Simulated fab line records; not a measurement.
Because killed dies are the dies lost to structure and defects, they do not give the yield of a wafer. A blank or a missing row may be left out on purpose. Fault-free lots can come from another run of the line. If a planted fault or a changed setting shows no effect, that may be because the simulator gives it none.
Chamber matching    flow n5-finfet    3 sister chambers for N5_BEOL_M0_SAQP_PECVD_03 on pecvd-01
The step deposits SiCN from 3MS/NH3, target thk 12 nm, time 21.1 s. 16 wafers are shown with their chamber, then 8 later ones without.

## WAFERS, EACH WITH ITS CHAMBER
wafer   chamber  throttle-valve-pct (%)  showerhead-plenum-p-Torr (Torr)  chamber-pressure-Torr (Torr)
L082.2  1        10.2                    3.670                            3.009
L082.4  0        8.8                     3.654                            2.994
L082.5  1        9.9                     3.675                            3.009
L084.4  1        10.3                    3.671                            3.000
L084.5  0        9.1                     3.664                            2.993
L084.6  2        8.7                     3.644                            3.006
L086.1  1        10.0                    3.669                            2.999
L086.3  2        9.1                     3.649                            3.001
L086.5  2        8.7                     3.635                            3.006
L087.3  0        9.0                     3.656                            3.004
L087.4  1        10.3                    3.676                            3.011
L087.6  0        8.7                     3.661                            2.994
L089.1  0        8.6                     3.656                            3.008
L089.2  1        10.2                    3.676                            3.015
L089.6  0        8.9                     3.663                            3.011
L090.1  1        10.2                    3.669                            3.007

SIGNATURES (means of the wafers above)
reading                   chamber 0  chamber 1  chamber 2  scatter within a chamber
throttle-valve-pct        8.850      10.157     8.833      0.179
showerhead-plenum-p-Torr  3.65900    3.67229    3.64267    0.0044
chamber-pressure-Torr     3.00067    3.00714    3.00433    0.00643
Rule: distance of a wafer from a chamber = root of the sum over the readings of ((wafer's reading minus chamber's mean) / reading's scatter) squared. If the next closest chamber is less than 2 further off than the closest, the wafer can't be placed; otherwise it belongs to the closest. The scatter: take each reading less its chamber's mean, square it, sum over the shown wafers, divide by the number of wafers less the number of chambers, and take the root.

## WAFERS WHOSE CHAMBER IS MISSING
wafer   throttle-valve-pct (%)  showerhead-plenum-p-Torr (Torr)  chamber-pressure-Torr (Torr)
L090.2  8.7                     3.658                            2.997
L090.4  10.3                    3.667                            3.004
L093.1  8.8                     3.646                            2.993
L093.2  8.7                     3.657                            3.001
L093.5  10.3                    3.671                            3.000
L096.3  8.8                     3.650                            3.005
L096.5  8.9                     3.660                            2.996
L096.6  8.6                     3.645                            3.004

## THE CHAMBER EACH PASSED THROUGH
wafer    from the rows above       in truth
L090.2   0                         0
L090.4   1                         1
L093.1   can't be placed: 2 or 0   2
L093.2   0                         0
L093.5   1                         1
L096.3   can't be placed: 2 or 0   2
L096.5   0                         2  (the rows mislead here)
L096.6   2                         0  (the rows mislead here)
Placed correctly: 4 of 8. From these rows, 2 cannot be placed; in 2 the true chamber is one of the candidates. Wrongly placed: 2.
